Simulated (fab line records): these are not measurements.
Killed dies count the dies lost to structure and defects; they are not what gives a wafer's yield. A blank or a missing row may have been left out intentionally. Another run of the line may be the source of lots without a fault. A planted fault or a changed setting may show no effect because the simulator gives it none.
Which tool was responsible?	flow n5Finfet	24 lots, 72 wafers sampled, at 6 steps of a route of 1938

## WHAT THE GAUGES READ, wafer by wafer
N5_BEOL_M2_THK_MEAS_01.
lot	measured	on	M2_ILD_THK (nm)
L074	day 6 10:10	filmMetro-01	78.4 78.6 79.2
L075	day 6 19:16	filmMetro-02	78.1 81.2 81.9
L076	day 6 22:50	filmMetro-02	78.3 76.8 79.5
L077	day 7 15:07	filmMetro-01	79.9 79.0 80.7
L078	day 7 17:04	filmMetro-02	77.0 77.8 78.1
L079	day 7 18:41	filmMetro-01	78.0 79.4 81.8
L080	day 8 00:45	filmMetro-02	75.4 77.5 79.3
L081	day 8 04:51	filmMetro-02	77.6 80.3 78.7
L082	day 8 09:25	filmMetro-01	79.3 76.1 78.5
L083	day 8 23:10	filmMetro-01	80.8 80.1 78.6
L084	day 9 07:57	filmMetro-02	77.9 76.0 77.0
L085	day 9 02:03	filmMetro-02	80.4 79.7 80.5
L086	day 9 10:10	filmMetro-02	78.7 79.9 78.6
L087	day 9 15:53	filmMetro-02	77.2 78.3 79.0
L088	day 10 11:18	filmMetro-01	76.9 78.6 77.0
L090	day 10 09:02	filmMetro-01	77.3 79.8 78.6
L089	day 10 13:43	filmMetro-01	79.3 79.0 79.1
L092	day 10 21:58	filmMetro-02	76.0 77.8 79.4
L091	day 11 04:52	filmMetro-01	77.5 81.2 80.8
L093	day 11 13:16	filmMetro-01	78.3 78.8 78.8
L094	day 11 13:23	filmMetro-02	77.3 78.7 79.6
L095	day 11 20:05	filmMetro-01	78.7 79.4 79.6
L096	day 12 01:37	filmMetro-01	77.9 78.3 79.3
L097	day 12 09:15	filmMetro-01	79.0 77.6 78.2

## EACH LOT AND THE TOOL THAT RAN IT (in order: tool; ch and the chambers of the sampled wafers; start)
lot	N5_BEOL_M0_SPUTTER_141	N5_BEOL_M1_SURFACE_TREAT_85	N5_BEOL_M1_ANNEAL_49	N5_BEOL_M1_SPUTTER_92	N5_BEOL_M2_ILD_DEP_00
L074	pvdSputter-02, day 6 00:20	pvdSputter-02, day 6 06:54	pvdSputter-02, day 6 07:18	pvdSputter-02, day 6 08:32	pecvd-02 ch 0,1,2, day 6 10:05
L075	pvdSputter-02, day 6 06:43	pvdSputter-01, day 6 15:44	pvdSputter-01, day 6 16:24	pvdSputter-01, day 6 17:38	pecvd-01 ch 0,1,2, day 6 19:11
L076	pvdSputter-03, day 6 09:49	pvdSputter-01, day 6 19:29	pvdSputter-02, day 6 19:58	pvdSputter-02, day 6 21:13	pecvd-02 ch 0,1,2, day 6 22:46
L077	pvdSputter-01, day 6 16:14	pvdSputter-02, day 7 11:47	pvdSputter-03, day 7 12:08	pvdSputter-03, day 7 13:30	pecvd-03 ch 1,2, day 7 15:03
L078	pvdSputter-02, day 6 19:49	pvdSputter-01, day 7 12:33	pvdSputter-02, day 7 13:46	pvdSputter-02, day 7 15:00	pecvd-03 ch 0,1, day 7 17:00
L079	pvdSputter-02, day 7 05:37	pvdSputter-01, day 7 15:22	pvdSputter-01, day 7 15:50	pvdSputter-01, day 7 17:04	pecvd-01 ch 0,1, day 7 18:37
L080	pvdSputter-01, day 7 09:13	pvdSputter-03, day 7 21:33	pvdSputter-01, day 7 21:53	pvdSputter-01, day 7 23:08	pecvd-03 ch 0,1,2, day 8 00:41
L081	pvdSputter-01, day 7 18:13	pvdSputter-01, day 8 01:34	pvdSputter-01, day 8 01:59	pvdSputter-01, day 8 03:14	pecvd-02 ch 0,1, day 8 04:47
L082	pvdSputter-03, day 7 21:57	pvdSputter-02, day 8 06:13	pvdSputter-01, day 8 06:33	pvdSputter-01, day 8 07:47	pecvd-03 ch 0,1,2, day 8 09:20
L083	pvdSputter-02, day 8 08:50	pvdSputter-01, day 8 19:27	pvdSputter-03, day 8 20:13	pvdSputter-03, day 8 21:27	pecvd-01 ch 0,1,2, day 8 23:06
L084	pvdSputter-03, day 8 14:07	pvdSputter-02, day 9 04:47	pvdSputter-03, day 9 05:05	pvdSputter-03, day 9 06:20	pecvd-03 ch 0,2, day 9 07:53
L085	pvdSputter-02, day 8 16:19	pvdSputter-02, day 8 22:50	pvdSputter-03, day 8 23:11	pvdSputter-03, day 9 00:26	pecvd-01 ch 0,1,2, day 9 02:00
L086	pvdSputter-02, day 8 22:13	pvdSputter-02, day 9 05:18	pvdSputter-02, day 9 07:16	pvdSputter-02, day 9 08:30	pecvd-03 ch 0,1, day 9 10:06
L087	pvdSputter-01, day 9 04:14	pvdSputter-03, day 9 12:34	pvdSputter-03, day 9 12:52	pvdSputter-03, day 9 14:06	pecvd-02 ch 0,2, day 9 15:49
L088	pvdSputter-03, day 9 17:31	pvdSputter-02, day 10 05:36	pvdSputter-02, day 10 07:55	pvdSputter-02, day 10 09:10	pecvd-03 ch 0,1, day 10 11:13
L090	pvdSputter-02, day 9 21:52	pvdSputter-02, day 10 05:19	pvdSputter-02, day 10 05:53	pvdSputter-02, day 10 07:07	pecvd-02 ch 0,1, day 10 08:58
L089	pvdSputter-03, day 9 23:01	pvdSputter-01, day 10 10:29	pvdSputter-03, day 10 10:50	pvdSputter-03, day 10 12:04	pecvd-02 ch 0,2, day 10 13:39
L092	pvdSputter-01, day 10 13:10	pvdSputter-01, day 10 18:07	pvdSputter-01, day 10 18:25	pvdSputter-01, day 10 19:40	pecvd-03 ch 0,2, day 10 21:53
L091	pvdSputter-03, day 10 15:48	pvdSputter-01, day 11 01:18	pvdSputter-01, day 11 01:42	pvdSputter-01, day 11 02:56	pecvd-01 ch 0,1,2, day 11 04:47
L093	pvdSputter-02, day 10 17:27	pvdSputter-01, day 11 09:45	pvdSputter-01, day 11 10:19	pvdSputter-01, day 11 11:33	pecvd-03 ch 1,2, day 11 13:12
L094	pvdSputter-02, day 10 20:50	pvdSputter-01, day 11 09:47	pvdSputter-02, day 11 10:19	pvdSputter-02, day 11 11:34	pecvd-03 ch 1,2, day 11 13:19
L095	pvdSputter-02, day 11 06:47	pvdSputter-02, day 11 16:19	pvdSputter-01, day 11 16:56	pvdSputter-01, day 11 18:10	pecvd-01 ch 1,2, day 11 20:00
L096	pvdSputter-02, day 11 14:00	pvdSputter-02, day 11 22:19	pvdSputter-01, day 11 22:37	pvdSputter-01, day 11 23:52	pecvd-02 ch 0,1, day 12 01:33
L097	pvdSputter-03, day 11 17:55	pvdSputter-02, day 12 05:56	pvdSputter-03, day 12 06:20	pvdSputter-03, day 12 07:35	pecvd-02 ch 1,2, day 12 09:11
- N5_BEOL_M0_SPUTTER_141: material Cu, target thk 4 nm, time 7.37 s.
- N5_BEOL_M1_SURFACE_TREAT_85
- N5_BEOL_M1_ANNEAL_49: time 240 s.
- N5_BEOL_M1_SPUTTER_92: material Cu, target thk 4.5 nm, time 8.29 s.
- N5_BEOL_M2_ILD_DEP_00: deposits SiOC from DEMS/O2, target thk 79 nm, time 15.3 s.

## AS READ BY THE TOOLS THEMSELVES (means over the sampled wafers that have a number; for cases with no such wafer, the mark the record gives instead)
N5_BEOL_M0_SPUTTER_141.
lot	tool	chamberPressurePa (Pa)	chuckGasFlowSccm (sccm)	substrateTempC (C)	throttleValvePct (%)
L074	pvdSputter-02	0.07	1.32	-20.06	30.0
L075	pvdSputter-02	0.07	1.27	-20.03	29.2
L076	pvdSputter-03	0.07	1.22	-19.98	30.0
L077	pvdSputter-01	0.07	1.31	-19.92	30.3
L078	pvdSputter-02	0.07	1.26	-19.96	29.4
L079	pvdSputter-02	0.07	1.25	-20.01	28.8
L080	pvdSputter-01	0.07	1.29	-19.98	29.9
L081	pvdSputter-01	0.07	1.26	-20.13	30.0
L082	pvdSputter-03	0.07	1.21	-19.95	30.1
L083	pvdSputter-02	0.07	1.26	-20.03	29.9
L084	pvdSputter-03	0.07	1.31	-20.10	30.0
L085	pvdSputter-02	0.07	1.22	-20.03	29.4
L086	pvdSputter-02	0.07	1.22	-20.00	30.5
L087	pvdSputter-01	0.07	1.23	-19.97	29.9
L088	pvdSputter-03	0.07	1.28	-19.96	30.3
L090	pvdSputter-02	0.07	1.26	-19.98	29.9
L089	pvdSputter-03	0.07	1.24	-19.98	30.1
L092	pvdSputter-01	0.07	1.27	-20.09	29.3
L091	pvdSputter-03	0.07	1.24	-19.99	30.1
L093	pvdSputter-02	0.07	1.30	-19.87	29.6
L094	pvdSputter-02	0.07	1.29	-20.09	30.6
L095	pvdSputter-02	0.07	1.30	-20.02	29.2
L096	pvdSputter-02	0.07	1.27	-20.04	28.9
L097	pvdSputter-03	0.07	1.25	-20.05	30.1

N5_BEOL_M1_ANNEAL_49.
lot	tool	heaterPowerW (W)
L074	pvdSputter-02	791
L075	pvdSputter-01	746
L076	pvdSputter-02	817
L077	pvdSputter-03	851
L078	pvdSputter-02	788
L079	pvdSputter-01	751
L080	pvdSputter-01	937
L081	pvdSputter-01	843
L082	pvdSputter-01	857
L083	pvdSputter-03	830
L084	pvdSputter-03	834
L085	pvdSputter-03	810
L086	pvdSputter-02	770
L087	pvdSputter-03	840
L088	pvdSputter-02	755
L090	pvdSputter-02	774
L089	pvdSputter-03	863
L092	pvdSputter-01	780
L091	pvdSputter-01	774
L093	pvdSputter-01	772
L094	pvdSputter-02	737
L095	pvdSputter-01	846
L096	pvdSputter-01	924
L097	pvdSputter-03	850

N5_BEOL_M1_SPUTTER_92.
lot	tool	chamberPressurePa (Pa)	chuckGasFlowSccm (sccm)	substrateTempC (C)	throttleValvePct (%)
L074	pvdSputter-02	0.07018	1.31	-20.00	29.7
L075	pvdSputter-01	0.07001	1.24	-20.09	30.9
L076	pvdSputter-02	0.07012	1.21	-19.87	30.2
L077	pvdSputter-03	0.07002	1.18	-20.01	30.2
L078	pvdSputter-02	0.06995	1.26	-19.94	29.9
L079	pvdSputter-01	0.06992	1.23	-19.93	30.7
L080	pvdSputter-01	0.07012	1.28	-20.00	30.0
L081	pvdSputter-01	0.07006	1.26	-19.97	30.2
L082	pvdSputter-01	0.06996	1.24	-19.93	30.2
L083	pvdSputter-03	0.06999	1.24	-19.90	30.3
L084	pvdSputter-03	0.06990	1.27	-19.99	30.2
L085	pvdSputter-03	0.06989	1.29	-19.92	30.1
L086	pvdSputter-02	0.06994	1.24	-19.96	28.9
L087	pvdSputter-03	0.07005	1.26	-19.91	30.1
L088	pvdSputter-02	0.06992	1.27	-19.97	29.7
L090	pvdSputter-02	0.06995	1.24	-19.99	30.4
L089	pvdSputter-03	0.07002	1.20	-20.05	30.3
L092	pvdSputter-01	0.06999	1.28	-20.01	30.1
L091	pvdSputter-01	0.06994	1.22	-20.03	29.8
L093	pvdSputter-01	0.06993	1.28	-20.07	30.0
L094	pvdSputter-02	0.06997	1.30	-19.89	29.4
L095	pvdSputter-01	0.07004	1.28	-19.89	30.2
L096	pvdSputter-01	0.06990	1.25	-19.94	30.1
L097	pvdSputter-03	0.07000	1.28	-20.00	30.2

N5_BEOL_M2_ILD_DEP_00.
lot	tool	heaterPowerW (W)	showerheadPlenumPTorr (Torr)	throttleValvePct (%)
L074	pecvd-02	449	5.688	11.7
L075	pecvd-01	376	5.698	11.1
L076	pecvd-02	456	5.700	11.7
L077	pecvd-03	419	5.697	12.0
L078	pecvd-03	510	5.703	11.8
L079	pecvd-01	450	5.688	11.4
L080	pecvd-03	498	5.704	11.9
L081	pecvd-02	475	5.695	11.7
L082	pecvd-03	485	5.694	11.8
L083	pecvd-01	402	5.699	11.2
L084	pecvd-03	481	5.681	11.5
L085	pecvd-01	399	5.703	11.1
L086	pecvd-03	553	5.709	12.1
L087	pecvd-02	416	5.675	11.7
L088	pecvd-03	545	5.706	12.3
L090	pecvd-02	487	5.688	12.1
L089	pecvd-02	408	5.684	11.3
L092	pecvd-03	448	5.684	11.3
L091	pecvd-01	388	5.700	11.3
L093	pecvd-03	400	5.688	11.4
L094	pecvd-03	440	5.706	11.8
L095	pecvd-01	364	5.701	10.8
L096	pecvd-02	506	5.695	11.5
L097	pecvd-02	409	5.688	11.9

## THE ANSWER, worked out from the rows above alone
Rule: what is usual is taken from the lots themselves. Put in order of their means at a reading, lots are off if they are a third of the lots or fewer, leave a main group of 4 or more, and stand apart from it by a gap of 3 or more times the standard deviation of the main group's means; of several such gaps the widest counts. If all means in a main group match to the digits the tables above print for the reading, that group is not used. A lot without any number at a reading at which 4 lots or more have one is off too. The other lots that the step has rows for count as sound. First the gauges in route order, then the tools' own readings, where a lot's mean is used as printed above. The first step at which some lot is off is used, and at that step the reading that is off furthest; a lot without a number counts as furthest.
No lot is off at any reading shown: from this, nothing can be told.

## WHAT WAS PUT IN BY THE SIMULATOR
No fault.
